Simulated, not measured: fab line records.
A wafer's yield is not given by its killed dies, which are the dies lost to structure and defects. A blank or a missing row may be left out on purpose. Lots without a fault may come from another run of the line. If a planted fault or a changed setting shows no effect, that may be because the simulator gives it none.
fab line records	flow n5-finfet
record lots=6	wafers=18	last-day=18
route steps=1938 shown BEOL_M9@1407
lots that met no fault: from a run of the same line without faults
start-h: hours from the record's first day to the start of the lot's first wafer shown	wait-h: hours since the lot's step before	" identical to the entry in the row above	L1.1+2: several wafers, shown together as one row	- value missing, or start not given	* or withheld: withheld	< > ~ a bound
route shown NAME@n: names a module that has steps shown in the file, with the first one's number in the route	usual: the fault-free wafers' mean and standard deviation	same: alike in all rows	chamber/n: place in a boat	sites: readings site by site	_std_site: the values' standard deviation	_edge_site: mean of outer sites minus mean of inner sites	radius-mm: for every site, how far away it sits from the centre of the wafer	mask NAME#n: copy n	behind: the tool/chamber that last shaped the wafer	hold: cause of the lot's hold/its duration in hours/its outcome	device: transistor that didn't switch, given as n, p or np	end of line: at the end of the route, the tests of the same wafers	a step with no rows: only its recipe	killed: dies that structure and defects cost at the first sort, which is not the same as the wafer's yield	map: dies across one wafer; x = killed, . = not, _ = none there
set.NAME: the setting that was run; set.NAME@STEP: the one run at that earlier step	model.NAME: the simulator's own value behind a step, which no gauge read
certain route steps with their lots: each step a table, each wafer a row
services: when a tool's chamber went out of use (start-h, in hours from the record's first day, below 0 if earlier), for how many hours, and the reason
## steps
# step N5_BEOL_M9_COAT_60
# recipe resist=SiARC	temp-c=220	time-s=60	spin-rpm=1500	resist-thk-nm=30
# step N5_BEOL_M9_COAT_05
# recipe resist=CAR-ArF	spin-rpm=1500	resist-thk-nm=90
# step N5_BEOL_M9_EBR_07
# recipe solvent=PGMEA	ebr-width-mm=1.5
# step N5_BEOL_M9_SOFTBAKE_06
# recipe temp-c=110	time-s=60	resist=CAR-ArF
# step N5_BEOL_M9_EXPOSE_08
# recipe mask-id=M9	na=1.35	source-shape=dipole	sigma-inner=0.411	sigma-outer=0.611	polarization=te	dose-mj=53.75
# step N5_BEOL_M9_PEB_09
# recipe peb-temp-c=withheld	peb-time-s=60	resist=CAR-ArF
# step N5_BEOL_M9_DEVELOP_10
# recipe develop-time-s=30	developer=TMAH	resist=CAR-ArF	rinse-liquid=diw	dry=air-spin	dev-temp-c=23
# step N5_BEOL_M9_CD_MEAS_11
# recipe target-cd-nm=64.1	landing-energy-ev=500	detector=se-inlens	polarity=opening
# usual cd-nm=64.3/0.55
lot.wafer	tool	chamber	start-h	wait-h	cd-nm
L446.4	cd-sem-02	0	229.32	-	64.1
L446.5	"	0	"	"	64.3
L446.6	"	0	"	"	65.0
L450.4	cd-sem-01	0	252.34	-	64.4
L450.5	"	0	"	"	64.2
L450.6	"	0	"	"	63.4
L453.1	cd-sem-03	0	282.11	-	64.8
L453.2	"	0	"	"	63.7
L453.4	"	0	"	"	64.2
L454.3	cd-sem-02	0	288.48	-	64.2
L454.4	"	0	"	"	64.9
L454.6	"	0	"	"	64.7
L464.1	cd-sem-03	0	333.06	-	65.1
L464.4	"	0	"	"	65.0
L464.6	"	0	"	"	64.7
L465.1	cd-sem-02	0	351.14	-	64.3
L465.3	"	0	"	"	64.9
L465.5	"	0	"	"	65.3
# step N5_BEOL_M9_OVL_MEAS_12
# recipe points-per-wafer=44
# usual M9_OVL=0.1/0.66
lot.wafer	tool	chamber	start-h	wait-h	M9_OVL[nm]
L446.4	overlay-01	0	229.34	0.0	-0.4
L446.5	"	0	"	"	0.9
L446.6	"	0	"	"	-0.1
L450.4	overlay-02	0	252.36	0.0	0.3
L450.5	"	0	"	"	-0.3
L450.6	"	0	"	"	0.5
L453.1	overlay-02	0	282.14	0.0	-1.0
L453.2	"	0	"	"	-0.5
L453.4	"	0	"	"	-0.9
L454.3	overlay-02	0	288.51	0.0	-0.2
L454.4	"	0	"	"	1.4
L454.6	"	0	"	"	0.7
L464.1	overlay-01	0	333.09	0.0	-0.3
L464.4	"	0	"	"	0.7
L464.6	"	0	"	"	-1.1
L465.1	overlay-01	0	351.17	0.0	-0.5
L465.3	"	0	"	"	-0.9
L465.5	"	0	"	"	-0.1
# step N5_BEOL_M9_INSPECT_13
# recipe mode=adi	inspect-instrument=brightfield
# usual raw-defect-count=405/96
lot.wafer	tool	chamber	start-h	wait-h	raw-defect-count
L446.4	defect-inspect-01	-	229.37	0.0	279
L446.5	"	-	"	"	295
L446.6	"	-	"	"	243
L450.4	defect-inspect-01	-	252.39	0.0	236
L450.5	"	-	"	"	228
L450.6	"	-	"	"	358
L453.1	defect-inspect-02	-	282.17	0.0	376
L453.2	"	-	"	"	500
L453.4	"	-	"	"	386
L454.3	defect-inspect-02	-	288.54	0.0	378
L454.4	"	-	"	"	312
L454.6	"	-	"	"	385
L464.1	defect-inspect-02	-	333.12	0.0	279
L464.4	"	-	"	"	319
L464.6	"	-	"	"	307
L465.1	defect-inspect-02	-	351.19	0.0	288
L465.3	"	-	"	"	370
L465.5	"	-	"	"	315
# step N5_BEOL_M9_DESCUM_16
# recipe chemistry=O2	time-s=7.9	source-power-w=50	bias-power-w=20	pressure-mtorr=20	rf-frequency-hz=2.712e+07	temp-c=40	resist=CAR-ArF	o2-flow-sccm=225
# usual drypump-motor-current-A=5.8/0.36	oes-product-au=0.74/0.07	rf-fwd-power-W=49.40/0.2	rf-vpp-V=243.2/1.4	showerhead-plenum-p-Torr=2.10/0.071	throttle-valve-pct=20.50/0.2
lot.wafer	tool	chamber	start-h	wait-h	drypump-motor-current-A	oes-product-au	rf-fwd-power-W	rf-hours-counter-h	rf-vpp-V	showerhead-plenum-p-Torr	throttle-valve-pct
L446.4	rie-diel-01	2	229.40	0.0	6.0	0.71	49.36	201	244.3	2.14	20.48
L446.5	"	1	"	"	6.5	0.87	49.33	-	245.4	2.12	20.29
L446.6	"	2	"	"	6.0	0.70	49.23	-	243.5	2.14	20.48
L450.4	rie-diel-05	3	252.58	0.2	5.6	0.70	49.24	239	244.4	2.16	20.59
L450.5	"	3	"	"	5.6	0.70	49.29	-	244.8	2.16	20.58
L450.6	"	0	"	"	5.9	0.82	49.03	-	246.0	2.19	20.43
L453.1	rie-diel-05	3	282.23	0.1	5.6	0.69	49.35	246	245.1	2.16	20.62
L453.2	"	1	"	"	5.7	0.70	49.44	202	241.1	1.99	20.92
L453.4	"	0	"	"	5.8	0.80	49.56	102	244.9	2.19	20.43
L454.3	rie-diel-05	1	288.57	0.0	5.7	0.69	49.52	204	241.9	1.99	20.92
L454.4	"	0	"	"	5.9	0.80	49.62	105	244.5	2.18	20.44
L454.6	"	0	"	"	5.9	0.80	49.72	-	244.5	2.18	20.44
L464.1	rie-diel-02	0	333.15	0.0	5.7	0.71	49.50	208	242.8	2.08	20.38
L464.4	"	1	"	"	6.1	0.68	49.26	233	244.4	2.16	20.52
L464.6	"	3	"	"	5.9	0.67	49.01	-	241.5	1.98	20.60
L465.1	rie-diel-02	0	351.22	0.0	5.7	0.70	49.50	213	243.1	2.07	20.37
L465.3	"	1	"	"	6.2	0.68	49.37	238	244.1	2.15	20.53
L465.5	"	0	"	"	5.7	0.70	49.27	-	242.3	2.07	20.39
# step N5_BEOL_M9_ETCH_61
# recipe chemistry=CF4	target=SiARC	target-depth-a=390	mask-material=CAR-ArF	time-s=65	ion-energy-ev=80	pressure-mtorr=40	source-w=545	bias-w=36	Ar_flow_sccm=100	cf4-flow-sccm=100	ends=cleared
# usual drypump-motor-current-A=5.8/0.35	etch-rf-on-time-s=65.5/1.4	mfc-ar-sccm=100.1/0.32	oes-product-au=0.63/0.058	rf-fwd-power-W=538.5/2.2	rf-vpp-V=184.0/1.3	showerhead-plenum-p-Torr=2.14/0.073	throttle-valve-pct=15.70/0.18
lot.wafer	tool	chamber	start-h	wait-h	drypump-motor-current-A	etch-rf-on-time-s	mfc-ar-sccm	oes-product-au	rf-fwd-power-W	rf-hours-counter-h	rf-vpp-V	showerhead-plenum-p-Torr	throttle-valve-pct
L446.4	rie-diel-01	2	229.44	0.0	5.9	66.9	99.9	0.60	538.3	201	183.8	2.21	15.90
L446.5	"	1	"	"	6.5	65.7	100.6	0.74	538.9	-	184.5	2.17	15.45
L446.6	"	2	"	"	5.9	67.3	100.4	0.60	539.2	-	183.9	2.21	15.87
L450.4	rie-diel-05	3	252.61	0.0	5.6	65.0	99.6	0.60	537.0	239	185.9	2.19	15.70
L450.5	"	3	"	"	5.6	65.6	100.1	0.59	535.8	-	184.7	2.19	15.70
L450.6	"	0	"	"	5.9	64.9	99.6	0.70	536.4	-	185.7	2.24	15.64
L453.1	rie-diel-05	3	282.27	0.0	5.6	65.2	100.4	0.59	540.9	246	185.1	2.19	15.71
L453.2	"	1	"	"	5.7	67.6	100.1	0.59	540.6	202	181.4	2.04	16.07
L453.4	"	0	"	"	5.9	65.0	100.2	0.69	541.7	102	186.3	2.24	15.66
L454.3	rie-diel-05	1	288.60	0.0	5.7	68.6	99.3	0.58	538.5	204	183.1	2.04	16.06
L454.4	"	0	"	"	5.8	65.8	100.4	0.68	536.5	105	185.8	2.24	15.66
L454.6	"	0	"	"	5.9	66.2	100.1	0.68	538.8	-	186.2	2.24	15.67
L464.1	rie-diel-02	0	333.19	0.0	5.7	63.5	100.4	0.60	536.7	208	183.2	2.13	15.67
L464.4	"	1	"	"	6.2	64.4	100.1	0.60	535.1	233	184.9	2.20	15.76
L464.6	"	3	"	"	5.9	66.7	100.1	0.57	537.8	-	182.0	2.03	15.78
L465.1	rie-diel-02	0	351.26	0.0	5.7	63.6	100.2	0.61	538.6	213	185.1	2.13	15.68
L465.3	"	1	"	"	6.2	64.8	100.1	0.59	536.8	238	184.8	2.20	15.78
L465.5	"	0	"	"	5.7	64.3	99.3	0.60	540.2	-	183.1	2.13	15.68
# step N5_BEOL_M9_ETCH_62
# recipe chemistry=N2/H2	target=SOC	target-depth-a=1100	overetch-a=220	mask-material=SiARC	temp-c=40	time-s=165	ion-energy-ev=200	pressure-mtorr=30	source-w=840	bias-w=150	n2-flow-sccm=200	h2-flow-sccm=200
# usual drypump-motor-current-A=5.8/0.36	oes-product-au=0.63/0.056	rf-fwd-power-W=837.3/2.9	rf-vpp-V=524.0/2.7	showerhead-plenum-p-Torr=2.54/0.091	throttle-valve-pct=17.90/0.2
lot.wafer	tool	chamber	start-h	wait-h	drypump-motor-current-A	oes-product-au	rf-fwd-power-W	rf-hours-counter-h	rf-vpp-V	showerhead-plenum-p-Torr	throttle-valve-pct	model.SiARC_of_BEOL_M9_COAT_60.thk-nm	model.BEOL_M9.cd-offset-nm
L446.4	rie-diel-01	2	229.49	0.0	6.0	0.61	842.8	201	526.7	2.62	17.93	23.4	0
L446.5	"	1	"	"	6.5	0.73	835.4	-	526.4	2.59	17.82	23.8	0.4
L446.6	"	2	"	"	6.0	0.60	838.3	-	526.1	2.62	17.96	23.4	0.2
L450.4	rie-diel-05	3	252.66	0.0	5.6	0.59	837.6	239	524.6	2.62	17.99	23.4	-0.2
L450.5	"	3	"	"	5.6	0.59	834.3	-	526.1	2.62	17.98	23.4	-0.2
L450.6	"	0	"	"	5.9	0.69	837.5	-	528.2	2.67	17.77	23	-1
L453.1	rie-diel-05	3	282.32	0.0	5.6	0.59	1037.2	246	490.2	2.62	18.00	22.6	1
L453.2	"	1	"	"	5.7	0.61	1036.1	202	486.1	2.41	18.33	22.6	0.2
L453.4	"	0	"	"	5.9	0.69	1043.5	102	490.3	2.66	17.78	22.4	0.8
L454.3	rie-diel-05	1	288.65	0.0	5.7	0.60	1037.7	204	485.5	2.41	18.32	23	1
L454.4	"	0	"	"	5.8	0.69	1037.9	105	490.5	2.66	17.78	22.4	1.2
L454.6	"	0	"	"	5.8	0.69	1034.7	-	491.1	2.66	17.77	22.4	1.4
L464.1	rie-diel-02	0	333.24	0.0	5.8	0.60	839.7	208	523.9	2.51	17.79	23.2	1.4
L464.4	"	1	"	"	6.2	0.58	830.8	233	526.8	2.58	17.71	23.4	1
L464.6	"	3	"	"	5.9	0.57	835.0	-	520.1	2.41	18.09	23.8	0.4
L465.1	rie-diel-02	0	351.31	0.0	5.7	0.58	840.3	213	523.5	2.51	17.79	23.4	0.4
L465.3	"	1	"	"	6.2	0.59	839.4	238	526.8	2.58	17.71	23.4	0.6
L465.5	"	0	"	"	5.7	0.59	838.6	-	522.5	2.51	17.79	23.4	1.4
# step N5_BEOL_M9_STRIP_68
# recipe chemistry=N2/H2	temp-c=40	n2-flow-sccm=200	h2-flow-sccm=200	rf-frequency-hz=6e+07
# step N5_BEOL_M9_STRIP_67
# recipe chemistry=CF4	resist=SiARC	power-w=300	bias-power-w=75	pressure-mtorr=50	cf4-flow-sccm=150	rf-frequency-hz=6e+07
# usual drypump-motor-current-A=5.8/0.35	oes-product-au=0.74/0.065	power-w=299.9/0.87	rf-vpp-V=271.2/1.6	showerhead-plenum-p-Torr=1.79/0.059	throttle-valve-pct=13.69/0.19
lot.wafer	tool	chamber	start-h	wait-h	drypump-motor-current-A	oes-product-au	power-w	rf-hours-counter-h	rf-vpp-V	showerhead-plenum-p-Torr	throttle-valve-pct
L446.4	rie-diel-01	2	229.63	0.0	5.9	0.72	299.5	201	272.4	1.85	13.85
L446.5	"	1	"	"	6.5	0.86	299.0	-	272.8	1.82	13.44
L446.6	"	2	"	"	5.9	0.72	301.1	-	272.3	1.85	13.86
L450.4	rie-diel-05	3	252.81	0.0	5.6	0.69	299.3	239	272.8	1.82	13.67
L450.5	"	3	"	"	5.6	0.70	299.8	-	273.5	1.82	13.68
L450.6	"	0	"	"	5.9	0.82	300.2	-	272.9	1.87	13.58
L453.1	rie-diel-05	3	282.46	0.0	5.6	0.69	300.9	247	270.3	1.82	13.68
L453.2	"	1	"	"	5.7	0.71	300.0	202	268.9	1.71	14.00
L453.4	"	0	"	"	5.9	0.81	300.0	102	272.6	1.87	13.60
L454.3	rie-diel-05	1	288.80	0.0	5.7	0.71	299.0	204	269.8	1.70	14.00
L454.4	"	0	"	"	5.9	0.80	298.2	105	274.2	1.87	13.62
L454.6	"	0	"	"	5.8	0.81	299.7	-	272.6	1.87	13.62
L464.1	rie-diel-02	0	333.38	0.0	5.7	0.69	300.6	208	269.6	1.79	13.69
L464.4	"	1	"	"	6.1	0.70	299.7	233	273.5	1.85	13.77
L464.6	"	3	"	"	5.9	0.68	299.2	-	269.0	1.70	13.81
L465.1	rie-diel-02	0	351.46	0.0	5.7	0.69	299.5	213	270.7	1.79	13.70
L465.3	"	1	"	"	6.2	0.69	300.1	238	271.9	1.85	13.77
L465.5	"	0	"	"	5.7	0.70	301.4	-	270.6	1.79	13.71
# step N5_BEOL_M9_HM_OPEN_17
# recipe chemistry=Cl2/BCl3	target-depth-a=200	overetch-a=60	target=TiN	mask-material=SOC	ion-energy-ev=150	pressure-mtorr=10	icp-w=1000	bias-w=126	Cl2_flow_sccm=53.25	bcl3-flow-sccm=21.75	Ar_flow_sccm=25
# usual drypump-motor-current-A=6.0/0.4	mfc-ar-sccm=25.00/0.076	oes-product-au=0.66/0.083	rf-fwd-power-W=992/3.3	throttle-valve-pct=22.15/0.18
lot.wafer	tool	chamber	start-h	wait-h	drypump-motor-current-A	mfc-ar-sccm	oes-product-au	rf-fwd-power-W	rf-hours-counter-h	throttle-valve-pct	model.BEOL_M9.cd-offset-nm
L446.4	rie-metal-03	1	229.70	0.1	5.5	25.08	0.62	993	-	22.18	0
L446.5	"	0	"	"	5.6	25.05	0.54	995	-	22.35	0.4
L446.6	"	1	"	"	5.5	25.08	0.62	993	-	22.20	0.2
L450.4	rie-metal-03	1	252.88	0.1	5.5	24.87	0.61	993	-	22.23	0
L450.5	"	0	"	"	5.7	24.86	0.85	990	-	21.91	-0.4
L450.6	"	1	"	"	5.5	25.01	0.61	995	-	22.24	-0.8
L453.1	rie-metal-03	1	282.50	0.0	5.5	25.07	0.60	992	79	22.23	1
L453.2	"	0	"	"	5.6	24.99	0.81	986	2	21.90	0.2
L453.4	"	1	"	"	5.5	24.94	0.60	994	-	22.22	0.8
L454.3	rie-metal-02	0	288.87	0.1	6.3	24.91	0.73	987	-	22.22	1
L454.4	"	1	"	"	6.5	25.07	0.58	994	-	22.17	1
L454.6	"	1	"	"	6.5	25.03	0.58	994	-	22.17	1.2
L464.1	rie-metal-01	0	333.42	0.0	5.7	24.91	0.71	985	20	21.73	1.4
L464.4	"	0	"	"	5.7	24.88	0.71	993	-	21.71	1
L464.6	"	1	"	"	6.1	25.04	0.70	991	-	22.42	0.2
L465.1	rie-metal-03	0	351.50	0.0	5.7	24.98	0.78	993	9	21.91	0.2
L465.3	"	0	"	"	5.7	25.09	0.79	994	-	21.92	0.4
L465.5	"	0	"	"	5.6	25.08	0.79	996	-	21.93	1.2
# step N5_BEOL_M9_STRIP_19
# recipe chemistry=O2	power-w=400	temp-c=40	pressure-mtorr=30	rf-frequency-hz=6e+07	bias-power-w=0	overash-fraction=0.2	o2-flow-sccm=225
# usual drypump-motor-current-A=5.8/0.44	oes-product-au=0.74/0.076	rf-vpp-V=3.7/0.65	showerhead-plenum-p-Torr=2.09/0.067	throttle-valve-pct=16.75/0.19
lot.wafer	tool	chamber	start-h	wait-h	drypump-motor-current-A	oes-product-au	rf-hours-counter-h	rf-vpp-V	showerhead-plenum-p-Torr	throttle-valve-pct
L446.4	rie-diel-02	3	229.78	0.1	5.9	0.69	215	4.4	2.00	16.82
L446.5	"	1	"	"	6.1	0.72	-	2.8	2.17	16.75
L446.6	"	0	"	"	5.7	0.73	-	2.7	2.09	16.60
L450.4	rie-diel-01	2	252.96	0.1	6.0	0.69	207	4.3	2.14	16.81
L450.5	"	3	"	"	5.0	0.69	-	4.2	2.01	16.84
L450.6	"	2	"	"	5.9	0.70	-	3.9	2.14	16.80
L453.1	rie-diel-01	2	282.79	0.3	6.0	0.69	215	4.3	2.14	16.79
L453.2	"	3	"	"	5.0	0.70	225	3.7	2.01	16.85
L453.4	"	1	"	"	6.5	0.87	71	3.5	2.12	16.55
L454.3	rie-diel-02	3	288.95	0.1	5.9	0.68	232	4.4	1.99	16.85
L454.4	"	2	"	"	5.0	0.71	218	4.0	2.06	16.58
L454.6	"	0	"	"	5.7	0.72	-	3.8	2.08	16.66
L464.1	rie-diel-01	1	333.53	0.1	6.5	0.84	88	4.8	2.12	16.60
L464.4	"	0	"	"	6.0	0.73	196	4.1	2.02	17.06
L464.6	"	2	"	"	5.9	0.68	-	2.9	2.13	16.83
L465.1	rie-diel-05	0	351.61	0.1	5.9	0.78	125	3.8	2.18	16.73
L465.3	"	2	"	"	5.6	0.94	6	3.8	2.14	16.28
L465.5	"	0	"	"	5.9	0.79	-	4.0	2.18	16.72
## services
tool	chamber	start-h	hours	kind
rie-metal-03	0	231.55	-	clean
rie-metal-03	0	231.55	20.6	scheduled-down
rie-metal-03	0	231.55	20.6	vent-cycle
rie-metal-01	-	249.72	2.8	pm
rie-metal-01	-	255.36	4.0	pm
rie-diel-05	3	291.67	-	clean
rie-diel-05	3	291.67	-	consumable-replace:focus-ring
rie-diel-05	3	291.67	12.5	scheduled-down
rie-diel-05	3	291.67	12.5	vent-cycle
rie-metal-02	-	304.64	2.8	pm
rie-diel-05	2	312.84	-	clean
rie-diel-05	2	312.84	-	consumable-replace:focus-ring
rie-diel-05	2	312.84	16.0	scheduled-down
rie-diel-05	2	312.84	16.0	vent-cycle
rie-diel-02	3	351.18	-	clean
rie-diel-02	3	351.18	-	consumable-replace:focus-ring
rie-diel-02	3	351.18	-	consumable-replace:showerhead
rie-diel-02	3	351.18	16.0	scheduled-down
rie-diel-02	3	351.18	16.0	vent-cycle
## key
first-sign step=N5_BEOL_M9_ETCH_62	reading=rf-fwd-power-W	direction=up	sigmas=69	usual=*	struck=*
effect step=N5_BEOL_M9_ETCH_62	reading=rf-vpp-V	direction=down	sigmas=13	usual=524.0	struck=488.9
model-effect step=N5_BEOL_M9_ETCH_62	value=SiARC_of_BEOL_M9_COAT_60.thk-nm	without=23.4	struck=22.57
model-effect step=N5_BEOL_M9_HM_OPEN_17	value=BEOL_M9.cd-offset-nm	without=0.1667	struck=0.8667
met-at N5_BEOL_M9_ETCH_62
struck-wafers L453.1,L453.2,L453.4,L454.3,L454.4,L454.6
baseline-loss step=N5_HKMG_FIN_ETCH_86	wafers=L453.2
onset-between 252.66 282.32
fault kind=process-parameter-drift	tool=rie-diel-05	chamber=-	onset-h=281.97	steps=N5_BEOL_M9_ETCH_62	channel=source-w	offset=201.6	shape=step	end-h=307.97	acts-in=these-recipes-only	stated=840
# baseline-loss: these wafers lose ten dies or more at that step, a loss of the line's own and not of a fault; the sort's usual values leave them out
